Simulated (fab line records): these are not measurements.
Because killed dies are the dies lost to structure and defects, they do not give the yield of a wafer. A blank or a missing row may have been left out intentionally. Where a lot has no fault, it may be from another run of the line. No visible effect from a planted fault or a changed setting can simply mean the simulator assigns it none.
A struck lot beside a sound one | flow nandHarc | 16 out of 1302 route steps
Sound: the wafers L248.3, L248.4, L248.5. Struck: wafers L262.4, L262.5. (L262.6 of the same lot was not struck and is left out.) The cause comes at the end.
Order at every step that has rows: each side's tool, ch and its chambers, its first start. Under that, the readings that differ: sound wafers | struck wafers | difference of the means | sigmas: that difference in standard deviations of wafers without a fault.
alike: a reading whose means differ by less than 2 such deviations, as well as words and numbers matching on both sides. not compared: withheld readings; readings where some wafer has no value; bounds like >300 that might hide an equal value; numbers whose values overlap and for which the record gives no deviation.
The two part at a step that has a row with sigmas, a row that says differs or no value, or rows on one side only. When numbers do not overlap yet have no deviation, they are printed without sigmas and do not part them. Lack of a reading on every wafer of one side parts them only where that side has two or more wafers.

first, 1 step without rows for these wafers: NHARC_A_DECK1_JOINT_SRD_15.
NHARC_A_DECK1_JOINT_DEP_16: deposits SiO2, target thk 45 nm.
  sound on pecvd-03 ch 0,1, day 14 21:41; struck on pecvd-01 ch 0,2, day 20 11:02
  alike: heaterPowerW, rfFwdPowerW, susceptorTempC, throttleValvePct
NHARC_A_DECK1_JOINT_THK_MEAS_17: measures by ellipsometry.
  sound on filmMetro-02, day 14 21:55; struck on filmMetro-02, day 20 11:13
  alike: thkNm
NHARC_A_DECK1_JOINT_INSPECT_05:
  sound on defectInspect-02, day 14 21:57; struck on defectInspect-02, day 20 11:16
reading        | sound       | struck  | difference | sigmas
rawDefectCount | 984 932 393 | 242 362 | -468       | -3
next comes 1 step that has no rows for these wafers: NHARC_A_ONON_D2_DEP_00 (target thickness 1000 nm).
NHARC_A_ONON_D2_THK_MEAS_02: measures by ellipsometry.
  sound on filmMetro-01, day 14 22:32; struck on filmMetro-01, day 20 11:50
reading    | sound       | struck    | difference | sigmas
thkNm (nm) | 996 994 994 | 1018 1017 | +23        | +3
next comes 1 step that has no rows for these wafers: NHARC_A_ONON_D2_DEP_03 (target thickness 1000 nm).
NHARC_A_ONON_D2_THK_MEAS_05: measures by ellipsometry.
  sound on filmMetro-01, day 14 23:05; struck on filmMetro-01, day 20 12:23
  alike: thkNm
next comes 1 step that has no rows for these wafers: NHARC_A_ONON_D2_DEP_06 (target thickness 1000 nm).
NHARC_A_ONON_D2_THK_MEAS_08: measures by ellipsometry.
  sound on filmMetro-01, day 14 23:40; struck on filmMetro-02, day 20 12:58
  alike: thkNm
next comes 1 step that has no rows for these wafers: NHARC_A_ONON_D2_DEP_09 (target thickness 1000 nm).
NHARC_A_ONON_D2_THK_MEAS_11: measures by ellipsometry.
  sound on filmMetro-01, day 15 00:13; struck on filmMetro-01, day 20 13:32
  alike: thkNm
NHARC_A_ONON_D2_DEP_12: target thk 1000 nm.
  sound on pecvdOnon-04 ch 0, day 15 00:24; struck on pecvdOnon-03 ch 0, day 20 13:46
  alike: susceptorTempC
NHARC_A_ONON_D2_THK_MEAS_14: measures by ellipsometry.
  sound on filmMetro-01, day 15 00:47; struck on filmMetro-02, day 20 14:05
reading    | sound          | struck  | difference | sigmas
thkNm (nm) | 1009 1010 1008 | 636 637 | -372       | -34
then, 1 step without rows for these wafers: NHARC_A_ONON_D2_ANNEAL_15 (time 3600 s).
-- jump in the record: it breaks off in module A_ONON_D2 and resumes in module END (first step shown: number 1302 of the route), and 12 days separate the struck wafers' starts before and after --
NHARC_END_SORT_01:
  the record has rows for the struck wafers here (prober-02 ch 0, day 32 23:25) and none for the sound ones

== WHERE THEY PART ==
At NHARC_A_DECK1_JOINT_INSPECT_05 first; at NHARC_END_SORT_01 last (within this record only).

WHY: whatever the simulator had introduced
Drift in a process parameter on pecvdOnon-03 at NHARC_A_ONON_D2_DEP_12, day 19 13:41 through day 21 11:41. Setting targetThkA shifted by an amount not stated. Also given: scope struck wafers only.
